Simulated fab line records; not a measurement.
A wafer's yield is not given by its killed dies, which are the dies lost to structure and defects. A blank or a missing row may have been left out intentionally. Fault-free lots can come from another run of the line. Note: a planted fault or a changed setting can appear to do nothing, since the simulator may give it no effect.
A struck lot beside a sound one | flow nand-harc | 15 steps out of a route of 1159
Sound: wafers L438.1, L438.5, L438.6. Wafers L445.3, L445.4, L445.6 were the ones struck. The cause is named last.
At each step with rows: each side's tool, then ch and its chambers, then its first start. Under that, the readings that differ: sound wafers | struck wafers | difference of the means | sigmas: that difference in standard deviations of wafers without a fault.
alike: readings with means less than 2 such deviations apart, plus words and numbers identical on both sides. not compared: withheld readings, readings lacking a value on some wafer, bounds such as >300 that could conceal the same value, and numbers that have no deviation in the record and whose values overlap.
A row with sigmas, a row that says differs or no value, or rows on one side alone: a step with any of these is where the two part. Non-overlapping numbers with no deviation appear without sigmas and do not part them. A reading missing from all wafers of one side parts the sides only when that side holds two or more wafers.

first, 8 steps without rows for these wafers: NHARC_P_ZERO_WELL_HMDS_04 (time 30 s); NHARC_P_ZERO_WELL_COAT_64 (time 65 s); NHARC_P_ZERO_WELL_COAT_05 (resist thk 600 nm); NHARC_P_ZERO_WELL_SOFTBAKE_06 (time 70 s); NHARC_P_ZERO_WELL_EBR_07; NHARC_P_ZERO_WELL_EXPOSE_08 (exposes mask P ZERO, target cd 500 nm); NHARC_P_ZERO_WELL_PEB_09 (peb time 80 s); NHARC_P_ZERO_WELL_DEVELOP_10 (time 50 s).
NHARC_P_ZERO_WELL_CD_MEAS_11 targets a cd of 500 nm.
  sound on cd-sem-01 ch 0, day 4 19:14; struck on cd-sem-02 ch 0, day 6 13:19
  alike: cd-nm
then, 1 step without rows for these wafers: NHARC_P_ZERO_WELL_HARDBAKE_12 (time 65 s).
NHARC_P_ZERO_WELL_DESCUM_13: chemistry O2, time 3 s.
  sound on rie-diel-10 ch 0,1,2, day 4 19:25; struck on rie-diel-05 ch 0,1,2, day 6 13:29
  alike: drypump-motor-current-A, oes-product-au, rf-vpp-V, showerhead-plenum-p-Torr, throttle-valve-pct
  not compared: rf-hours-counter-h
NHARC_P_ZERO_WELL_ETCH_65: etches the open film in N2/H2, target depth 80 nm, overetch 24 nm, time 87.88 s.
  sound on rie-diel-10 ch 2,3, day 4 19:29; struck on rie-diel-05 ch 0,1,3, day 6 13:34
  reading                | sound                | struck               | difference | sigmas
  throttle-valve-pct (%) | 14.172 14.184 14.192 | 14.168 14.172 14.158 | -0.017     | -2
  alike: drypump-motor-current-A, h2-flow-sccm, n2-flow-sccm, oes-product-au, rf-vpp-V, showerhead-plenum-p-Torr
  not compared: rf-hours-counter-h
NHARC_P_ZERO_WELL_ETCH_62: etches the open film in CHF3/Ar, target depth 13 nm, time 6.5 s.
  sound on rie-diel-10 ch 1,2,3, day 4 19:34; struck on rie-diel-05 ch 0,1,2, day 6 13:40
  reading               | sound             | struck            | difference | sigmas
  oes-product-au (a.u.) | 0.974 0.969 0.955 | 1.168 1.161 1.149 | +0.193     | +10
  alike: drypump-motor-current-A, rf-vpp-V, showerhead-plenum-p-Torr, throttle-valve-pct
  not compared: rf-hours-counter-h
NHARC_P_ZERO_WELL_ETCH_63: etches the open film in HBr/Cl2, target depth 120 nm, time 40.1 s.
  sound on rie-si-06 ch 0,2,3, day 4 19:41; struck on rie-si-05 ch 0,3, day 6 13:44
  alike: drypump-motor-current-A, mfc-cl2-sccm, oes-product-au, throttle-valve-pct
  not compared: rf-hours-counter-h
-- break in the record here, with 17 days between the starts of the struck wafers on either side (left off in module P_ZERO_WELL, picked up again in module END, where the first step shown is number 1159 on the route) --
NHARC_END_SORT_01:
  sound on prober-02 ch 0, day 22 10:41; struck on prober-02 ch 0, day 23 21:57
  alike: killed-at-array, killed-at-other, killed-at-periphery, killed-dies, killed-open, killed-short

WHERE THEY PART
Earliest at NHARC_P_ZERO_WELL_ETCH_65; latest, in this record, at NHARC_P_ZERO_WELL_ETCH_62. Later steps at which nothing parts them and some readings are alike: NHARC_P_ZERO_WELL_ETCH_63, NHARC_END_SORT_01.

WHY: whatever the simulator had introduced
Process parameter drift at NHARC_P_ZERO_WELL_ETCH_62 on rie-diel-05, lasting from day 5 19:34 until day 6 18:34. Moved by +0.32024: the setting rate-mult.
